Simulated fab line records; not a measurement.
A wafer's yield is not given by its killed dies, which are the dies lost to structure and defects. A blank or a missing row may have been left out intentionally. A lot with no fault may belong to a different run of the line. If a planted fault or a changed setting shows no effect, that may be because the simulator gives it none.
Which tool did it? -- flow nand harc -- 12 lots with 36 wafers sampled at 5 steps, on a route of 1302 steps

WHAT THE GAUGES SHOWED, per wafer
NHARC_A_CONTACT_CD_MEAS_08 targets a cd of 200 nm.
lot,measured,on,cd nm (nm)
L076,day 23 00:00,cd sem-03,200.4 200.2 200.6
L077,day 23 10:32,cd sem-01,200.1 199.4 200.0
L079,day 24 02:04,cd sem-02,200.3 199.5 199.4
L081,day 25 04:35,cd sem-02,200.4 200.2 200.2
L085,day 27 00:25,cd sem-01,200.2 200.0 199.9
L086,day 27 05:50,cd sem-02,200.4 200.2 199.5
L087,day 28 02:16,cd sem-01,199.5 199.4 201.3
L089,day 28 15:40,cd sem-01,199.3 199.5 199.7
L090,day 28 21:52,cd sem-01,200.1 200.9 200.7
L093,day 30 10:11,cd sem-03,199.2 199.3 200.6
L095,day 30 20:25,cd sem-01,199.3 199.4 199.7
L097,day 31 15:44,cd sem-03,200.3 199.9 200.2

WHICH TOOL RAN EACH LOT (tool, then ch and the chambers of the sampled wafers, then the start)
lot,NHARC_A_CONTACT_ETCH_130,NHARC_A_CONTACT_ETCH_131,NHARC_A_CONTACT_ETCH_91,NHARC_A_CONTACT_ETCH_106
L076,"har cap etch-01 ch 0,1, day 22 16:32","har cap etch-01 ch 0,1, day 22 16:43","rie diel-04 ch 0,1, day 22 18:10","rie diel-11 ch 0,1,3, day 22 18:41"
L077,"har cap etch-03 ch 0,1, day 23 04:56","har cap etch-03 ch 0,1, day 23 05:10","rie diel-11 ch 1,2,3, day 23 06:31","rie diel-11 ch 1,3, day 23 07:12"
L079,"har cap etch-03 ch 0,1, day 23 21:14","har cap etch-03 ch 0,1, day 23 21:25","rie diel-11 ch 0,1, day 23 22:32","rie diel-11 ch 1,2, day 23 23:03"
L081,"har cap etch-01 ch 0,1, day 24 23:37","har cap etch-01 ch 0,1, day 24 23:48","rie diel-04 ch 0,1, day 25 00:56","rie diel-13 ch 1,2,3, day 25 01:28"
L085,"har cap etch-03 ch 0,1, day 26 16:07","har cap etch-03 ch 0,1, day 26 16:17","rie diel-13 ch 1,3, day 26 17:26","rie diel-13 ch 0,1,2, day 26 18:07"
L086,"har cap etch-02 ch 0,1, day 26 23:58","har cap etch-02 ch 0,1, day 27 00:12","rie diel-11 ch 0,1,3, day 27 01:35","rie diel-11 ch 0,3, day 27 02:04"
L087,"har cap etch-01 ch 0, day 27 18:50","har cap etch-01 ch 0, day 27 19:01","rie diel-11 ch 0,1,3, day 27 20:07","rie diel-11 ch 0,2,3, day 27 20:38"
L089,"har cap etch-03 ch 0, day 28 08:05","har cap etch-03 ch 0, day 28 08:16","rie diel-11 ch 0,1, day 28 09:26","rie diel-11 ch 0,1,3, day 28 10:03"
L090,"har cap etch-03 ch 0, day 28 16:53","har cap etch-03 ch 0, day 28 17:04","rie diel-11 ch 1,2,3, day 28 18:14","rie diel-11 ch 0,3, day 28 18:43"
L093,"har cap etch-03 ch 0,1, day 30 02:19","har cap etch-03 ch 0,1, day 30 02:30","rie diel-04 ch 0,3, day 30 03:40","rie diel-11 ch 0,3, day 30 04:47"
L095,"har cap etch-01 ch 0,1, day 30 14:28","har cap etch-01 ch 0,1, day 30 14:38","rie diel-11 ch 0,1,3, day 30 15:46","rie diel-11 ch 0,1,2, day 30 16:16"
L097,"har cap etch-03 ch 0,1, day 31 10:00","har cap etch-03 ch 0,1, day 31 10:10","rie diel-11 ch 0,2, day 31 11:20","rie diel-13 ch 0,1, day 31 11:50"
- NHARC_A_CONTACT_ETCH_130: etches the open film in C4F8/O2/Ar, time 197 s, target depth 1918 nm.
- NHARC_A_CONTACT_ETCH_131: etches the open film in C4F8/O2/Ar, time 197 s, target depth 1918 nm.
- NHARC_A_CONTACT_ETCH_91: etches the open film in CH3F/O2, target depth 40 nm, time 85.7 s.
- NHARC_A_CONTACT_ETCH_106: etches the open film in CF4/O2, target depth 90 nm, overetch 9 nm, time 49.5 s.

THE ANSWER, worked out from the rows above alone
Rule: usual is defined by the lots themselves. Put in order of their means at a reading, lots are off if they are a third of the lots or fewer, leave a main group of 4 or more, and stand apart from it by a gap of 3 or more times the standard deviation of the main group's means; of several such gaps the widest counts. The tables above print the reading to a certain number of digits; a main group whose means all agree to those digits is not used. A lot without any number at a reading at which 4 lots or more have one is off too. Where the step has rows for the other lots, those lots are counted as sound.
Across all readings shown, no lot is off: no conclusion can be drawn from this.

WHAT THE SIMULATOR PUT IN
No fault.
